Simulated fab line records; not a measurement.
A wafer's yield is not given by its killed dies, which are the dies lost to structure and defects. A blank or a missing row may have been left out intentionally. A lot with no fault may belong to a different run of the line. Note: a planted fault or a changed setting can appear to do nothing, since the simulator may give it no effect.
fab line records    flow nand_harc
[record] lots = 13  wafers = 39  last_day = 27
route steps=1159 shown P_BONDPAD@381 A_START@389 A_ONON_D1@424 END@1159
lots untouched by any fault: they come from a run of this same line in which no faults occurred
start_h: the number of hours between the record's first day and the start of the first shown wafer of the lot    wait_h: hours since the lot's step before    " identical to the entry in the row above    L1.1+2: several wafers, shown together as one row    - no value present, or no start provided    * or withheld: withheld    < > ~ a bound
route shown NAME@n: names a module that has steps shown in the file, with the first one's number in the route    usual: mean/standard deviation taken from wafers without a fault    same: alike in all rows    chamber/n: place in a boat    sites: each site's reading    _std_site: standard deviation across them    _edge_site: mean of outer sites minus mean of inner sites    radius_mm: for every site, how far away it sits from the centre of the wafer    mask NAME#n: copy n    behind: the last tool/chamber to shape the wafer    hold: the reason the lot was held/the length of the hold in hours/how it ended    device: the n, p or np transistor that did not switch    end of line: the same wafers' tests at the end of the route    a step with no rows: only its recipe    killed: dies lost to structure and defects at the first sort, not the wafer's yield    map: shows each die of a wafer: x if killed, . if not, _ if none is there
set.NAME: setting as actually run; set.NAME@STEP: the setting as run at that earlier step    model.NAME: the simulator's own value behind a step, which no gauge read
one table for each step of the route and one row for each wafer, over a sample of lots
services: when a tool's chamber went out of use (start_h, in hours from the record's first day, below 0 if earlier), for how many hours, and the reason
[[steps]]
[step NHARC_P_BONDPAD_THK_MEAS_20]
[recipe] thk_meas_gauge = xrf
[usual] thk_nm = 161.2/1.4
lot.wafer  tool           chamber  start_h  wait_h  thk_nm
L774.1     film_metro-01  -        191.64   -       162.2
L774.2     "              -        "        "       160.7
L774.5     "              -        "        "       161.7
L775.1     film_metro-01  -        193.25   -       163.3
L775.2     "              -        "        "       161.4
L775.6     "              -        "        "       160.8
L780.2     film_metro-02  -        204.19   -       159.1
L780.3     "              -        "        "       161.9
L780.6     "              -        "        "       161.8
L779.4     film_metro-02  -        206.02   -       160.2
L779.5     "              -        "        "       160.6
L779.6     "              -        "        "       162.8
L778.4     film_metro-02  -        208.81   -       161.5
L778.5     "              -        "        "       162.3
L778.6     "              -        "        "       159.1
L781.1     film_metro-01  -        211.07   -       161.1
L781.2     "              -        "        "       161.0
L781.5     "              -        "        "       159.4
L785.1     film_metro-01  -        216.93   -       161.3
L785.3     "              -        "        "       162.4
L785.5     "              -        "        "       159.3
L789.1     film_metro-02  -        230.40   -       161.7
L789.2     "              -        "        "       160.5
L789.6     "              -        "        "       161.9
L791.1     film_metro-02  -        232.76   -       162.2
L791.2     "              -        "        "       161.0
L791.6     "              -        "        "       159.5
L790.4     film_metro-01  -        233.57   -       159.6
L790.5     "              -        "        "       159.5
L790.6     "              -        "        "       159.6
L792.1     film_metro-02  -        241.91   -       157.7
L792.2     "              -        "        "       162.8
L792.6     "              -        "        "       160.1
L793.1     film_metro-01  -        247.28   -       161.9
L793.3     "              -        "        "       160.2
L793.6     "              -        "        "       162.6
L794.2     film_metro-02  -        248.29   -       160.8
L794.4     "              -        "        "       162.1
L794.5     "              -        "        "       158.8
[step NHARC_A_START_INSPECT_01]
[usual] raw_defect_count = 3.3/1.8
lot.wafer  tool               chamber  start_h  wait_h  raw_defect_count
L774.1     defect_inspect-01  -        192.34   -       3
L774.2     "                  -        "        "       3
L774.5     "                  -        "        "       6
L775.1     defect_inspect-01  -        193.98   -       5
L775.2     "                  -        "        "       1
L775.6     "                  -        "        "       4
L780.2     defect_inspect-02  -        204.90   -       1
L780.3     "                  -        "        "       4
L780.6     "                  -        "        "       4
L779.4     defect_inspect-01  -        206.71   -       3
L779.5     "                  -        "        "       8
L779.6     "                  -        "        "       2
L778.4     defect_inspect-01  -        209.51   -       2
L778.5     "                  -        "        "       3
L778.6     "                  -        "        "       3
L781.1     defect_inspect-02  -        211.74   -       1
L781.2     "                  -        "        "       4
L781.5     "                  -        "        "       6
L785.1     defect_inspect-01  -        217.63   -       2
L785.3     "                  -        "        "       1
L785.5     "                  -        "        "       4
L789.1     defect_inspect-01  -        231.09   -       2
L789.2     "                  -        "        "       6
L789.6     "                  -        "        "       2
L791.1     defect_inspect-02  -        233.43   -       3
L791.2     "                  -        "        "       2
L791.6     "                  -        "        "       4
L790.4     defect_inspect-01  -        234.31   -       0
L790.5     "                  -        "        "       4
L790.6     "                  -        "        "       3
L792.1     defect_inspect-01  -        242.59   -       1
L792.2     "                  -        "        "       5
L792.6     "                  -        "        "       3
L793.1     defect_inspect-02  -        248.00   -       2
L793.3     "                  -        "        "       3
L793.6     "                  -        "        "       4
L794.2     defect_inspect-02  -        248.98   -       4
L794.4     "                  -        "        "       6
L794.5     "                  -        "        "       2
[step NHARC_A_ONON_D1_DEP_00]
[recipe] target_thk_a = 10000  n2_flow_sccm = 2750  n2o_flow_sccm = 2000  nh3_flow_sccm = 500  sih4_flow_sccm = 210  temp_c = 400
[usual] n2o_flow_sccm = 1998/5.9  sih4_flow_sccm = 210.0/0.65  susceptor_temp_C = 399.98/0.18
lot.wafer  tool           chamber  start_h  wait_h  n2o_flow_sccm  sih4_flow_sccm  susceptor_temp_C
L774.1     pecvd_onon-04  0        218.11   0.1     2001           209.7           400.15
L774.2     "              0        "        "       2001           209.2           400.01
L774.5     "              0        "        "       2011           209.6           400.13
L775.1     pecvd_onon-03  0        218.49   0.4     1994           210.9           399.87
L775.2     "              0        "        "       2003           209.8           399.82
L775.6     "              0        "        "       2003           210.5           400.16
L780.2     pecvd_onon-03  0        228.23   0.1     1988           210.7           400.08
L780.3     "              0        "        "       1995           209.5           400.15
L780.6     "              0        "        "       1995           209.9           399.66
L779.4     pecvd_onon-02  0        228.35   0.2     2002           208.7           399.88
L779.5     "              0        "        "       1994           209.1           400.05
L779.6     "              0        "        "       2004           209.1           399.91
L781.1     pecvd_onon-02  0        232.95   0.2     2004           209.4           400.07
L781.2     "              0        "        "       1996           209.9           400.17
L781.5     "              0        "        "       1993           209.7           400.42
L778.4     pecvd_onon-03  0        233.11   0.4     1996           211.2           400.16
L778.5     "              0        "        "       2001           210.7           399.82
L778.6     "              0        "        "       2008           210.3           399.92
L785.1     pecvd_onon-03  0        241.50   0.9     1984           209.1           400.12
L785.3     "              0        "        "       1994           209.9           400.21
L785.5     "              0        "        "       1996           210.1           400.19
L791.1     pecvd_onon-02  0        250.19   0.1     1993           210.5           399.90
L791.2     "              0        "        "       1999           210.1           399.88
L791.6     "              0        "        "       1982           209.5           399.93
L789.1     pecvd_onon-03  0        250.45   0.3     1992           210.2           399.99
L789.2     "              0        "        "       2000           209.8           399.99
L789.6     "              0        "        "       1996           209.3           400.18
L790.4     pecvd_onon-03  0        257.13   0.2     1981           209.6           400.03
L790.5     "              0        "        "       1993           209.2           399.82
L790.6     "              0        "        "       2007           209.3           400.18
L792.1     pecvd_onon-04  0        266.57   0.1     2003           210.7           400.08
L792.2     "              0        "        "       1994           209.8           400.02
L792.6     "              0        "        "       1995           209.7           400.27
L793.1     pecvd_onon-02  0        271.24   0.1     2001           209.2           400.08
L793.3     "              0        "        "       1999           209.6           399.85
L793.6     "              0        "        "       1989           208.7           399.78
L794.2     pecvd_onon-04  0        271.29   0.1     1991           210.2           399.79
L794.4     "              0        "        "       1989           209.8           400.27
L794.5     "              0        "        "       1995           209.5           399.68
[step NHARC_A_ONON_D1_THK_MEAS_02]
[recipe] thk_meas_gauge = ellipsometry
[usual] thk_nm = 1003/9.7
lot.wafer  tool           chamber  start_h  wait_h  thk_nm
L774.1     film_metro-01  -        218.63   -       989
L774.2     "              -        "        "       988
L774.5     "              -        "        "       989
L775.1     film_metro-02  -        219.03   -       1005
L775.2     "              -        "        "       1006
L775.6     "              -        "        "       1007
L780.2     film_metro-02  -        228.68   -       999
L780.3     "              -        "        "       999
L780.6     "              -        "        "       999
L779.4     film_metro-01  -        228.68   -       996
L779.5     "              -        "        "       997
L779.6     "              -        "        "       995
L778.4     film_metro-01  -        233.45   -       1010
L778.5     "              -        "        "       1009
L778.6     "              -        "        "       1010
L781.1     film_metro-02  -        233.46   -       989
L781.2     "              -        "        "       991
L781.5     "              -        "        "       989
L785.1     film_metro-01  -        242.01   -       1002
L785.3     "              -        "        "       1003
L785.5     "              -        "        "       1001
L791.1     film_metro-02  -        250.70   -       1008
L791.2     "              -        "        "       1007
L791.6     "              -        "        "       1008
L789.1     film_metro-01  -        250.96   -       615
L789.2     "              -        "        "       614
L789.6     "              -        "        "       616
L790.4     film_metro-01  -        257.47   -       585
L790.5     "              -        "        "       585
L790.6     "              -        "        "       584
L792.1     film_metro-01  -        267.08   -       1005
L792.2     "              -        "        "       1007
L792.6     "              -        "        "       1005
L794.2     film_metro-02  -        271.75   -       1013
L794.4     "              -        "        "       1011
L794.5     "              -        "        "       1012
L793.1     film_metro-01  -        271.75   -       1011
L793.3     "              -        "        "       1011
L793.6     "              -        "        "       1012
[step NHARC_A_ONON_D1_DEP_33]
[recipe] target_thk_a = 2000  temp_c = 400  pressure_torr = 6.5  rf_w = 900  teos_flow_sccm = 161.4  flow_sccm = 2650  target_thk_nm = 200  gas = O2  material = SiO2
[usual] heater_power_w = 538/83  susceptor_temp_C = 400.02/0.22  throttle_valve_pct = 15.9/0.51
lot.wafer  tool      chamber  start_h  wait_h  heater_power_w  susceptor_temp_C  throttle_valve_pct
L775.1     pecvd-01  0        233.86   0.1     525             400.05            16.6
L775.2     "         2        "        "       590             399.84            15.4
L775.6     "         2        "        "       630             399.84            15.2
L774.2     pecvd-03  1        233.88   0.1     579             400.21            15.4
L774.1     "         0        "        "       663             400.03            15.2
L774.5     "         0        "        "       678             399.91            15.3
L780.3     pecvd-04  1        244.93   0.1     413             400.19            15.8
L780.2     "         2        "        "       543             399.96            16.5
L780.6     "         0        "        "       390             400.46            15.6
L778.6     pecvd-04  2        245.37   0.2     537             400.12            16.2
L778.5     "         0        "        "       509             400.04            15.6
L778.4     "         1        "        "       476             400.11            15.8
L781.1     pecvd-03  1        245.95   0.1     545             400.18            15.6
L781.2     "         2        "        "       588             399.97            15.7
L781.5     "         2        "        "       450             400.32            15.6
L779.4     pecvd-04  2        246.06   0.2     484             399.81            16.2
L779.6     "         0        "        "       469             400.12            15.7
L779.5     "         1        "        "       459             399.82            16.0
L785.1     pecvd-01  0        255.99   0.1     576             400.20            16.4
L785.3     "         1        "        "       527             400.20            16.5
L785.5     "         0        "        "       573             400.32            16.6
L791.1     pecvd-01  2        263.98   0.1     591             400.21            15.6
L791.2     "         1        "        "       543             399.96            16.6
L791.6     "         2        "        "       616             399.98            15.7
L789.1     pecvd-03  2        264.21   0.1     554             400.28            15.4
L789.2     "         0        "        "       688             399.51            15.0
L789.6     "         0        "        "       701             399.78            15.0
L790.4     pecvd-04  0        269.30   0.2     492             399.63            15.7
L790.6     "         1        "        "       504             399.71            16.1
L790.5     "         2        "        "       542             400.02            16.4
L792.2     pecvd-04  1        279.72   0.1     479             399.94            15.6
L792.1     "         2        "        "       518             400.32            16.4
L792.6     "         0        "        "       480             399.93            15.7
L794.2     pecvd-03  1        285.44   0.1     618             399.89            15.6
L794.4     "         1        "        "       603             399.75            15.8
L794.5     "         0        "        "       534             400.25            15.2
L793.3     pecvd-04  0        285.45   0.1     479             399.87            15.5
L793.1     "         1        "        "       386             400.22            15.8
L793.6     "         0        "        "       493             399.71            15.9
[step NHARC_END_SORT_01]
[recipe] temp_c = 25
[usual] killed_at_array = 29/11  killed_at_other = 0.5/0.85  killed_at_periphery = 3.0/2.3  killed_dies = 33/12  killed_open = 3.3/1.9  killed_short = 2.0/1.5
[same] gross_dies = 677
lot.wafer  tool       chamber  start_h  wait_h  killed_at_array  killed_at_other  killed_at_periphery  killed_dies  killed_open  killed_short
L790.4     prober-01  0        636.76   3.4     670              0                7                    677          2            0
L790.5     prober-01  0        637.55   3.7     666              0                11                   677          1            2
L790.6     prober-01  0        638.34   3.9     672              0                5                    677          4            4
L789.1     prober-01  0        649.98   2.5     673              1                3                    677          7            1
L789.2     prober-01  0        650.78   2.8     675              0                2                    677          1            0
L789.6     prober-01  0        653.98   4.0     673              0                4                    677          4            0
// killed by level:class
L790.4 A_ONON_D1:area_dep=636 A_SLIT:chamber_film_flake=17 A_CHANNEL_HOLE_D1:chamber_film_flake=8 A_STAIRCASE:chamber_film_flake=7 P_CONTACT:chamber_film_flake=6 P_CONTACT:geometric_particle:open=1 A_SOURCE_PLATE:geometric_particle:open=1 A_CHANNEL_FILL_D1:chamber_film_flake=1
L790.5 A_ONON_D1:area_dep=632 A_SLIT:chamber_film_flake=23 P_CONTACT:chamber_film_flake=8 A_CHANNEL_HOLE_D1:chamber_film_flake=4 A_CONTACT:chamber_film_flake=3 A_STAIRCASE:chamber_film_flake=2 P_M0:geometric_particle:short=1 P_M0:geometric_particle:open=1
L790.6 A_ONON_D1:area_dep=635 A_SLIT:chamber_film_flake=12 A_CHANNEL_HOLE_D1:chamber_film_flake=10 A_CONTACT:chamber_film_flake=4 A_CHANNEL_FILL_D1:geometric_particle:short=2 P_STI:chamber_film_flake=2 P_CONTACT:chamber_film_flake=2 A_STAIRCASE:chamber_film_flake=2
L789.1 A_ONON_D1:area_dep=644 A_CHANNEL_HOLE_D1:chamber_film_flake=19 A_CONTACT:chamber_film_flake=3 A_CONTACT:geometric_particle:open=2 A_M0:geometric_particle:open=2 A_SLIT:chamber_film_flake=2 P_CONTACT:geometric_particle:open=1 P_M1:geometric_particle:open=1
L789.2 A_ONON_D1:area_dep=653 A_CHANNEL_HOLE_D1:chamber_film_flake=16 P_ZERO_WELL:chamber_film_flake=2 A_STAIRCASE:chamber_film_flake=2 A_SLIT:chamber_film_flake=2 A_M0:geometric_particle:open=1 A_BLC:chamber_film_flake=1
L789.6 A_ONON_D1:area_dep=641 A_CHANNEL_HOLE_D1:chamber_film_flake=24 A_SLIT:chamber_film_flake=6 P_ZERO_WELL:chamber_film_flake=2 P_CONTACT:geometric_particle:open=1 P_M1:geometric_particle:open=1 A_ONON_D1:geometric_particle:open=1 A_CHANNEL_FILL_D1:geometric_particle:open=1
[[services]]
tool           chamber  start_h  hours  kind
pecvd-04       -        195.00   13.0   pm
pecvd-04       0        195.00   13.0   vent_cycle
pecvd-04       1        195.00   13.0   vent_cycle
pecvd-04       2        195.00   13.0   vent_cycle
pecvd-03       -        195.77   0.9    repair
pecvd-04       0        208.00   -      clean
pecvd-04       1        208.00   -      clean
pecvd-04       2        208.00   -      clean
pecvd-03       -        211.72   1.0    repair
pecvd_onon-04  -        237.00   13.0   pm
pecvd-01       -        237.16   13.0   pm
pecvd-01       0        237.16   13.0   vent_cycle
pecvd-01       1        237.16   13.0   vent_cycle
pecvd-01       2        237.16   13.0   vent_cycle
pecvd-01       0        250.16   -      clean
pecvd-01       1        250.16   -      clean
pecvd-01       2        250.16   -      clean
pecvd-03       2        266.58   20.8   repair
[[key]]
[first_sign] step = NHARC_A_ONON_D1_THK_MEAS_02  reading = thk_nm  direction = down  sigmas = 42  usual = 1003  struck = 600
[effect] step = NHARC_END_SORT_01  reading = killed_at_array  direction = up  sigmas = 59  usual = 29  struck = 672
[more_kills_born_at] NHARC_A_ONON_D1_DEP_00@pecvd_onon-03 = 3841
met_at NHARC_A_ONON_D1_DEP_00
struck_lots L789,L790
later_rows_left_out L789.1,L789.2,L789.6,L790.4,L790.5,L790.6
tester_left_out L789,L790
not_acting_at NHARC_P_BONDPAD_THK_MEAS_20,NHARC_A_START_INSPECT_01,NHARC_A_ONON_D1_DEP_33
onset_between 241.50 250.45
[fault] kind = process_parameter_drift  tool = pecvd_onon-03  chamber = -  onset_h = 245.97  steps = NHARC_A_ONON_D1_DEP_00  channel = target_thk_a  offset = *  shape = step  end_h = 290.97  acts_in = *  stated = *
// tester_left_out: of these lots the tester's yield and bins aren't shown, on N5 and GAA mostly nor the transistor test; their killed dies are dies lost to structure and defects alone, not to doping, threshold or leakage, so they don't give the yield
// later_rows_left_out: the simulator's readings of these wafers behind a module that went badly wrong aren't trusted and aren't shown, but for the sort
